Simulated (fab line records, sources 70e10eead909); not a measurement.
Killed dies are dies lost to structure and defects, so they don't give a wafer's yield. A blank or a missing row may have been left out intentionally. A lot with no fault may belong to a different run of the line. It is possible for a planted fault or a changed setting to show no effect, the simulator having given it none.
Which of the tools did it? :: flow nand harc :: Sampling: 6 lots, 18 wafers, 4 of 1302 route steps

## WHAT EACH GAUGE READ, for each wafer
NHARC_END_SORT_01.
lot: L915
measured: day 27 20:29
on: prober-02
sort_bin_3_pct (%): 0.3 0.4 0.3

lot: L919
measured: day 29 20:25
on: prober-01
sort_bin_3_pct (%): 0.4 0.3 0.3

lot: L923
measured: day 31 21:50
on: prober-02
sort_bin_3_pct (%): 0.9 0.3 0.1

## EACH LOT AND THE TOOL THAT RAN IT (in order: tool; ch and the chambers of the sampled wafers; start)
lot: L911
NHARC_P_GATE_DESCUM_93: rie diel-03 ch 0,1,3, day 7 16:35
NHARC_P_CONTACT_DEGAS_38: pvd sputter-02, day 7 23:01
NHARC_P_M0_SOFTBAKE_04: litho track-01 ch 0, day 8 01:00

lot: L915
NHARC_P_GATE_DESCUM_93: rie diel-02 ch 0,2, day 9 11:01
NHARC_P_CONTACT_DEGAS_38: pvd sputter-01, day 9 17:31
NHARC_P_M0_SOFTBAKE_04: litho track-06 ch 0, day 9 19:00

lot: L919
NHARC_P_GATE_DESCUM_93: rie diel-02 ch 0,1,2, day 11 03:36
NHARC_P_CONTACT_DEGAS_38: pvd sputter-03, day 11 09:54
NHARC_P_M0_SOFTBAKE_04: litho track-01 ch 0, day 11 11:00

lot: L923
NHARC_P_GATE_DESCUM_93: rie diel-13 ch 1,2, day 13 00:34
NHARC_P_CONTACT_DEGAS_38: pvd sputter-01, day 13 06:45
NHARC_P_M0_SOFTBAKE_04: litho track-01 ch 0, day 13 08:00

lot: L927
NHARC_P_GATE_DESCUM_93: rie diel-03 ch 1,2, day 14 12:16
NHARC_P_CONTACT_DEGAS_38: pvd sputter-02, day 14 18:43
NHARC_P_M0_SOFTBAKE_04: litho track-04 ch 0, day 14 20:00

lot: L929
NHARC_P_GATE_DESCUM_93: rie diel-03 ch 1,2, day 15 09:42
NHARC_P_CONTACT_DEGAS_38: pvd sputter-01, day 15 16:21
NHARC_P_M0_SOFTBAKE_04: litho track-04 ch 0, day 15 18:00
- NHARC_P_GATE_DESCUM_93: chemistry O2, time 3 s.
- NHARC_P_CONTACT_DEGAS_38: time 60 s.
- NHARC_P_M0_SOFTBAKE_04: time 55 s.

## THE ANSWER, worked out from the rows above alone
Rule: usual is defined by the lots themselves. The widest of any qualifying gaps counts: lots, ordered by their means at a reading, are off when they make up no more than a third of the lots, leave a main group of 4 or more, and stand apart from it by 3 or more times the standard deviation of that group's means. A main group whose means are all the same, to the digits that the tables above print for the reading, isn't used. A lot without any number at a reading at which 4 lots or more have one is off too. The other lots that the step has rows for count as sound.
No lot is off on any of the readings shown, so nothing can be concluded from this.

## WHAT THE SIMULATOR HAD PUT IN
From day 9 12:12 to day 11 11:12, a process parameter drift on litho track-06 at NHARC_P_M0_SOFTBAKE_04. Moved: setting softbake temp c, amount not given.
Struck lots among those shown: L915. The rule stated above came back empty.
